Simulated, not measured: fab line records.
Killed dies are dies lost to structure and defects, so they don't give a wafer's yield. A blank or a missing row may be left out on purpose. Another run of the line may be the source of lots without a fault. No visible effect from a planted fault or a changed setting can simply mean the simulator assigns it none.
fab line records ; flow nand_harc
[record] lots = 15; wafers = 45; last_day = 25
route steps=1159 shown A_M1@1041 A_BONDPAD@1059
lots with no fault: from the same line, run without faults
start_h: the number of hours between the record's first day and the start of the first shown wafer of the lot ; wait_h: hours since the lot's step before ; " unchanged from the row above ; L1.1+2: one row covering several wafers at once ; - either no value or no given start ; * or withheld: withheld ; < > ~ a bound
route shown NAME@n: names a module that has steps shown in the file, with the first one's number in the route ; usual: mean/standard deviation of fault-free wafers ; same: alike in all rows ; chamber/n: place in a boat ; sites: each site's reading ; _std_site: standard deviation across them ; _edge_site: mean of outer sites minus mean of inner sites ; radius_mm: for every site, how far away it sits from the centre of the wafer ; mask NAME#n: copy n ; behind: the last tool/chamber to shape the wafer ; hold: cause of the lot's hold/its duration in hours/its outcome ; device: the transistor (n, p or np) that didn't switch ; end of line: the tests these same wafers got at the end of their route ; a step with no rows: only its recipe ; killed: dies that structure and defects cost at the first sort, which is not the same as the wafer's yield ; map: shows each die of a wafer: x if killed, . if not, _ if none is there
set.NAME: setting as actually run; set.NAME@STEP: the setting as run at that earlier step ; model.NAME: the simulator's own value behind a step, which no gauge read
route steps across a sampled set of lots; one table per step, one row per wafer
services: the hour from which a tool's chamber was out of use, counted from the record's first day as start_h (under 0 if before that day), plus the number of hours and why
[[steps]]
[step NHARC_A_M1_ETCH_15]
[recipe] target_depth_a = 1825; time_s = 91.2; c4f8_flow_sccm = withheld; ar_flow_sccm = 400; rf_w = 600; bias_w = 300; chemistry = C4F8/Ar
[usual] oes_product_au = 0.944/0.023; rf_vpp_V = 440.7/2.8
lot.wafer;tool;chamber;start_h;wait_h;oes_product_au;rf_hours_counter_h;rf_vpp_V
L696.2;rie_diel-03;0;-;-;0.974;1;440.9
L696.4;rie_diel-03;1;-;-;0.978;0;435.8
L696.3;rie_diel-03;2;-;-;0.998;0;442.9
L697.2;rie_diel-05;0;-;-;0.958;6;439.7
L697.6;rie_diel-05;1;-;-;0.961;-;442.0
L697.5;rie_diel-05;2;-;-;0.973;-;444.9
L700.4;rie_diel-11;3;-;-;0.936;3;442.5
L700.2;rie_diel-11;0;-;-;0.915;3;436.6
L700.3;rie_diel-11;1;-;-;0.941;4;441.6
L701.3;rie_diel-11;0;-;-;0.951;3;436.3
L701.1;rie_diel-11;1;-;-;0.956;4;442.6
L701.5;rie_diel-11;3;-;-;0.961;-;442.9
L704.1;rie_diel-03;0;-;-;0.969;1;442.1
L704.4;rie_diel-03;1;-;-;0.960;1;436.9
L704.5;rie_diel-03;3;-;-;0.973;-;437.1
L702.2;rie_diel-11;3;-;-;0.979;4;444.7
L702.3;rie_diel-11;1;-;-;0.956;4;442.0
L702.6;rie_diel-11;3;-;-;0.973;-;443.3
L706.3;rie_diel-03;0;-;-;0.972;2;443.3
L706.1;rie_diel-03;1;-;-;0.960;2;436.8
L706.2;rie_diel-03;2;-;-;0.965;1;443.3
L705.1;rie_diel-03;1;-;-;0.923;2;437.3
L705.5;rie_diel-03;1;-;-;0.921;-;438.4
L705.6;rie_diel-03;0;-;-;0.934;-;442.4
L708.1;rie_diel-11;2;-;-;0.922;6;440.8
L708.2;rie_diel-11;1;-;-;0.915;7;440.7
L708.6;rie_diel-11;3;-;-;0.921;-;443.6
L710.1;rie_diel-11;2;-;-;0.960;6;440.0
L710.3;rie_diel-11;3;-;-;0.938;7;443.3
L710.2;rie_diel-11;1;-;-;0.964;7;441.9
L709.1;rie_diel-11;3;-;-;0.917;7;442.8
L709.4;rie_diel-11;1;-;-;0.930;8;441.2
L709.2;rie_diel-11;2;-;-;0.920;6;441.5
L711.1;rie_diel-11;1;-;-;0.994;8;441.9
L711.3;rie_diel-11;3;-;-;0.955;8;443.3
L711.6;rie_diel-11;0;-;-;0.954;-;435.9
L716.3;rie_diel-03;1;-;-;0.916;3;437.1
L716.1;rie_diel-03;3;-;-;0.913;3;437.2
L716.2;rie_diel-03;0;-;-;0.924;3;441.3
L718.2;rie_diel-11;3;-;-;0.905;12;443.1
L718.1;rie_diel-11;1;-;-;0.912;10;441.3
L718.3;rie_diel-11;2;-;-;0.904;10;440.9
L719.2;rie_diel-11;2;-;-;0.972;0;440.0
L719.3;rie_diel-11;1;-;-;0.972;0;440.8
L719.6;rie_diel-11;3;-;-;0.950;-;443.6
[step NHARC_A_M1_PVD_21]
[recipe] target_thk_a = 300; chamber_pressure_pa = 5; power_w = 5000; substrate_temp_c = 30; time_s = 20.49; material = Cu
[usual] cathode_dc_power_W = 5000.0/0.86; chamber_pressure_pa = 5.000/0.0092; throttle_valve_pct = 29.8/1.2
lot.wafer;tool;chamber;start_h;wait_h;cathode_dc_power_W;chamber_pressure_pa;throttle_valve_pct
L696.4;pvd_sputter-03;-;421.88;-;5000.4;5.004;28.3
L696.2;pvd_sputter-03;-;421.88;-;4999.9;5.008;28.5
L696.3;pvd_sputter-03;-;421.88;-;5000.2;5.007;30.0
L697.2;pvd_sputter-01;-;422.34;-;4999.8;4.993;29.3
L697.5;pvd_sputter-01;-;422.34;-;5002.5;5.007;32.2
L697.6;pvd_sputter-01;-;422.34;-;4999.9;4.997;29.7
L700.3;pvd_sputter-01;-;427.93;-;5001.7;4.986;29.3
L700.2;pvd_sputter-01;-;427.93;-;4999.6;4.990;32.3
L700.4;pvd_sputter-01;-;427.93;-;4999.5;4.980;29.8
L701.3;pvd_sputter-02;-;441.40;-;4999.8;5.024;29.8
L701.1;pvd_sputter-02;-;441.40;-;5001.3;4.997;28.9
L701.5;pvd_sputter-02;-;441.40;-;4999.4;4.998;29.2
L704.4;pvd_sputter-02;-;447.13;-;4999.8;5.006;29.6
L704.1;pvd_sputter-02;-;447.13;-;5001.1;5.003;29.6
L704.5;pvd_sputter-02;-;447.13;-;5000.0;5.006;29.4
L702.2;pvd_sputter-03;-;447.41;-;5000.2;4.998;29.8
L702.3;pvd_sputter-03;-;447.41;-;5000.1;5.004;28.4
L702.6;pvd_sputter-03;-;447.41;-;4999.5;4.998;29.6
L706.3;pvd_sputter-01;-;458.59;-;4999.2;5.006;29.7
L706.1;pvd_sputter-01;-;458.59;-;4999.6;4.993;31.8
L706.2;pvd_sputter-01;-;458.59;-;5001.1;4.993;32.3
L705.1;pvd_sputter-01;-;461.26;-;4998.4;5.010;29.8
L705.6;pvd_sputter-01;-;461.26;-;4998.8;5.017;29.6
L705.5;pvd_sputter-01;-;461.26;-;4999.6;5.001;29.6
L708.2;pvd_sputter-03;-;473.51;-;5000.5;5.005;29.3
L708.1;pvd_sputter-03;-;473.51;-;4999.0;4.996;31.0
L708.6;pvd_sputter-03;-;473.51;-;4999.3;5.004;29.2
L710.2;pvd_sputter-01;-;479.85;-;4999.4;5.006;29.3
L710.1;pvd_sputter-01;-;479.85;-;5000.2;5.007;31.8
L710.3;pvd_sputter-01;-;479.85;-;5000.0;4.993;32.9
L709.4;pvd_sputter-01;-;489.56;-;-;-;-
L709.2;pvd_sputter-01;-;489.56;-;-;-;-
L709.1;pvd_sputter-01;-;489.56;-;-;-;-
L711.1;pvd_sputter-01;-;498.15;-;-;-;-
L711.3;pvd_sputter-01;-;498.15;-;-;-;-
L711.6;pvd_sputter-01;-;498.15;-;-;-;-
L716.2;pvd_sputter-02;-;503.34;-;-;-;-
L716.3;pvd_sputter-02;-;503.34;-;-;-;-
L716.1;pvd_sputter-02;-;503.34;-;-;-;-
L718.2;pvd_sputter-02;-;527.02;-;4998.5;5.009;29.1
L718.1;pvd_sputter-02;-;527.02;-;4999.6;4.974;29.6
L718.3;pvd_sputter-02;-;527.02;-;5000.5;4.985;28.9
L719.2;pvd_sputter-02;-;561.67;-;5000.3;5.005;29.8
L719.3;pvd_sputter-02;-;561.67;-;5000.3;5.004;29.5
L719.6;pvd_sputter-02;-;561.67;-;5000.3;4.998;28.8
[step NHARC_A_M1_PRE_CLEAN_32]
[recipe] time_s = 12; temp_c = 370; rf_power_w = 300; gas = NH3
[usual] heater_power_w = 606/83
lot.wafer;tool;chamber;start_h;wait_h;heater_power_w
L696.2;pecvd-01;1;423.28;0.1;614
L696.3;pecvd-01;0;423.28;0.1;602
L696.4;pecvd-01;2;423.28;0.1;463
L697.2;pecvd-03;0;423.75;0.1;687
L697.6;pecvd-03;0;423.75;0.1;685
L697.5;pecvd-03;1;423.75;0.1;560
L700.3;pecvd-03;1;429.33;0.1;509
L700.2;pecvd-03;0;429.33;0.1;579
L700.4;pecvd-03;2;429.33;0.1;538
L701.1;pecvd-01;2;442.81;0.1;566
L701.3;pecvd-01;1;442.81;0.1;643
L701.5;pecvd-01;2;442.81;0.1;566
L704.1;pecvd-04;0;449.33;0.9;597
L704.4;pecvd-04;2;449.33;0.9;708
L704.5;pecvd-04;0;449.33;0.9;607
L702.2;pecvd-01;0;449.70;0.9;576
L702.3;pecvd-01;1;449.70;0.9;571
L702.6;pecvd-01;0;449.70;0.9;587
L706.1;pecvd-01;0;459.98;0.1;538
L706.2;pecvd-01;1;459.98;0.1;549
L706.3;pecvd-01;0;459.98;0.1;552
L705.1;pecvd-04;2;462.66;0.1;805
L705.5;pecvd-04;2;462.66;0.1;806
L705.6;pecvd-04;1;462.66;0.1;718
L708.1;pecvd-01;0;474.91;0.1;580
L708.2;pecvd-01;1;474.91;0.1;615
L708.6;pecvd-01;2;474.91;0.1;466
L710.1;pecvd-04;2;481.33;0.1;775
L710.2;pecvd-04;0;481.33;0.1;608
L710.3;pecvd-04;1;481.33;0.1;703
L709.1;pecvd-03;0;490.97;0.1;567
L709.2;pecvd-03;1;490.97;0.1;476
L709.4;pecvd-03;0;490.97;0.1;574
L711.3;pecvd-04;1;499.82;0.1;624
L711.1;pecvd-04;2;499.82;0.1;757
L711.6;pecvd-04;0;499.82;0.1;571
L716.2;pecvd-01;0;504.97;0.1;557
L716.1;pecvd-01;1;504.97;0.1;557
L716.3;pecvd-01;2;504.97;0.1;544
L718.3;pecvd-04;2;528.44;0.1;781
L718.2;pecvd-04;0;528.44;0.1;609
L718.1;pecvd-04;1;528.44;0.1;721
L719.2;pecvd-01;1;563.07;0.1;641
L719.3;pecvd-01;0;563.07;0.1;540
L719.6;pecvd-01;0;563.07;0.1;530
[step NHARC_A_BONDPAD_DEP_00]
[recipe] target_thk_a = 2500; temp_c = 370; target_thk_nm = 250; pressure_torr = 3; flow_sccm = 200; rf_w = 450; material = SiCN
[usual] heater_power_w = 559/79; showerhead_vpp_V = 1275/50
lot.wafer;tool;chamber;start_h;wait_h;heater_power_w;showerhead_vpp_V
L696.2;pecvd-02;2;423.92;-;578;1232
L696.3;pecvd-02;0;423.92;-;534;1188
L696.4;pecvd-02;0;423.92;-;534;1217
L697.2;pecvd-04;2;424.39;-;771;1298
L697.5;pecvd-04;2;424.39;-;791;1297
L697.6;pecvd-04;0;424.39;-;530;1267
L700.2;pecvd-02;0;430.02;-;441;1194
L700.3;pecvd-02;1;430.02;-;556;1325
L700.4;pecvd-02;2;430.02;-;561;1194
L701.1;pecvd-04;2;443.44;-;713;1306
L701.3;pecvd-04;0;443.44;-;557;1236
L701.5;pecvd-04;0;443.44;-;560;1272
L704.1;pecvd-04;2;-;-;668;1309
L704.4;pecvd-04;0;-;-;534;1251
L704.5;pecvd-04;1;-;-;650;1243
L702.2;pecvd-04;0;450.48;-;545;1265
L702.3;pecvd-04;2;450.48;-;701;1317
L702.6;pecvd-04;2;450.48;-;706;1312
L706.2;pecvd-02;2;460.81;-;528;1233
L706.3;pecvd-02;0;460.81;-;452;1214
L706.1;pecvd-02;1;460.81;-;557;1350
L705.1;pecvd-02;2;463.28;-;511;1213
L705.6;pecvd-02;2;463.28;-;545;1235
L705.5;pecvd-02;1;463.28;-;590;1299
L708.2;pecvd-02;2;475.57;-;593;1219
L708.1;pecvd-02;0;475.57;-;468;1209
L708.6;pecvd-02;0;475.57;-;492;1218
L710.2;pecvd-04;1;-;-;562;1278
L710.1;pecvd-04;2;-;-;679;1298
L710.3;pecvd-04;0;-;-;480;1257
L718.3;pecvd-02;2;529.07;-;621;1237
L718.1;pecvd-02;0;529.07;-;531;1215
L718.2;pecvd-02;1;529.07;-;578;1329
L719.3;pecvd-02;2;564.06;-;612;1212
L719.2;pecvd-02;0;564.06;-;484;1202
L719.6;pecvd-02;2;564.06;-;628;1209
[[services]]
tool;chamber;start_h;hours;kind
rie_diel-05;3;407.64;9.1;repair
rie_diel-03;-;416.13;0.2;repair
rie_diel-11;0;418.15;8.5;repair
pecvd-01;-;427.39;13.0;pm
pecvd-04;-;429.54;1.1;repair
pvd_sputter-01;-;439.15;11.9;repair
pecvd-01;2;444.03;16.4;repair
rie_diel-11;0;450.68;25.0;repair
pvd_sputter-03;-;458.23;10.0;pm
rie_diel-03;2;459.77;7.3;repair
rie_diel-03;1;471.18;3.0;repair
pecvd-03;-;473.33;13.0;pm
rie_diel-11;1;497.82;10.7;repair
rie_diel-11;-;512.84;2.9;repair
pecvd-02;-;515.27;13.0;pm
pvd_sputter-01;-;516.10;10.0;pm
rie_diel-11;3;517.06;1.4;repair
rie_diel-05;-;517.62;9.0;pm
rie_diel-11;0;525.00;5.4;repair
pecvd-03;2;534.18;19.8;repair
pvd_sputter-02;-;540.46;6.7;repair
rie_diel-11;-;543.75;9.0;pm
pecvd-01;0;556.56;5.5;repair
pecvd-04;-;557.00;13.0;pm
[[key]]
[first_sign] step = NHARC_A_M1_PVD_21; reading = tool_record; direction = missing
effect none on later readings
met_at NHARC_A_M1_PVD_21
struck_lots L709,L711,L716
later_rows_left_out L709.1,L709.2,L709.4,L711.1,L711.3,L711.6,L716.1,L716.2,L716.3
sort_left_out L709.1,L709.2,L709.4,L711.1,L711.3,L711.6,L716.1,L716.2,L716.3
not_acting_at NHARC_A_M1_ETCH_15,NHARC_A_M1_PRE_CLEAN_32,NHARC_A_BONDPAD_DEP_00
onset_between 479.85 489.56
[fault] kind = skipped_step_whole; tool = pvd_sputter-01,pvd_sputter-02; chamber = -; onset_h = 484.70; steps = NHARC_A_M1_PVD_21; scope = struck_lots_only
// sort_left_out: the simulated sort isn't trusted on such a fault, so these wafers' sort isn't shown, and their yield isn't known
// later_rows_left_out: the simulator's readings of these wafers behind a module that went badly wrong aren't trusted and aren't shown, but for the sort
